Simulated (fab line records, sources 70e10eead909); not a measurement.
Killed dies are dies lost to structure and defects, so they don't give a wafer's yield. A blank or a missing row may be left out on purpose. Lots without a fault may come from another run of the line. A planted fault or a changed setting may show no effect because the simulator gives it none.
Problem report in the 8D (eight disciplines) form, filled by code | flow nand_harc | the parts of the form that need people (team, actions taken, sign-off) are left out

1. THE PROBLEM
killed_at_array at NHARC_END_SORT_01 reads a mean of 121 on 2 wafers of 2 lots; wafers without a fault read 24 with a standard deviation of 8.8. That is +11 standard deviations from the usual mean.
First seen on wafer L291.1, day 23 01:01, on prober-01. The record holds 9 wafers of 4 lots with a number at this step. Rule for "out", or "out of limits": more than 4 standard deviations from the usual mean. The other wafers with a number count as sound.

2. WHAT IT IS AND WHAT IT IS NOT
question                    | is                           | is not
which readings at this step | killed_at_array, killed_dies | killed_at_other, killed_at_periphery, killed_open, killed_short
which lots                  | L291, L294                   | L280, L300
which wafers of those lots  | L291.1, L294.3               | L294.5
read on which gauges        | prober-01, prober-02         | -
when                        | from day 23 01:01            | up to then (3 sound wafers); but 4 sound wafers of L294, L300 came after

3. SUSPECTS, AND WHAT RULES EACH OUT
Counting: a tool at a process step up to the reading stays a suspect if it ran every lot that is out. Sound lots after the first of them don't rule it out here, since some wafers of a struck lot are sound.
- the gauge at NHARC_END_SORT_01: ruled out. The wafers that are out were read on 2 gauges (prober-01, prober-02).
- wet_bench-07 at NHARC_A_STAIRCASE_STRIP_172 (strips in SPM, time 900 s): kept. It ran every lot that is out, first L291 (day 14 03:46); its last sound lot up to then is L280 (day 11 12:16).
- pecvd-03 at NHARC_A_SGD_CUT_DEP_00 (deposits SiNx, target thk 50 nm): kept. It ran every lot that is out, first L291 (day 17 10:25).
Left after counting: wet_bench-07 at NHARC_A_STAIRCASE_STRIP_172, pecvd-03 at NHARC_A_SGD_CUT_DEP_00.

4. THE CAUSE (what the simulator had put in)
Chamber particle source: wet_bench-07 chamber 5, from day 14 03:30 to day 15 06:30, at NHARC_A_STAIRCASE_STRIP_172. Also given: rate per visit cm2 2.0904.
Counting left 2 suspects, and this tool is among them.

5. THE CHAIN OF EFFECTS, in route order
Each row: a reading whose mean over the struck wafers that have a number lies more than 3 standard deviations from the usual. Only readings for which the record gives a usual standard deviation are gone through. hours: the time from each lot's start at the first step in this table that gives one to its start at this step, as a median over the lots. sigmas: the change in usual standard deviations.
hours | step              | reading         | usual | on struck wafers | change | sigmas
0     | NHARC_END_SORT_01 | killed_at_array | 24    | 121              | +97    | +11
0     | NHARC_END_SORT_01 | killed_dies     | 28    | 127              | +99    | +11

6. WHAT WOULD HAVE CAUGHT IT SOONER
In this record the first reading out of limits at a measuring or inspecting step was taken at day 23 01:01, 214 hours after the fault began at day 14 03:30.
All the lots that are out (2) had begun NHARC_A_STAIRCASE_STRIP_172 on wet_bench-07 by day 23 01:01. A hold on the tool at that time would have spared none of them.
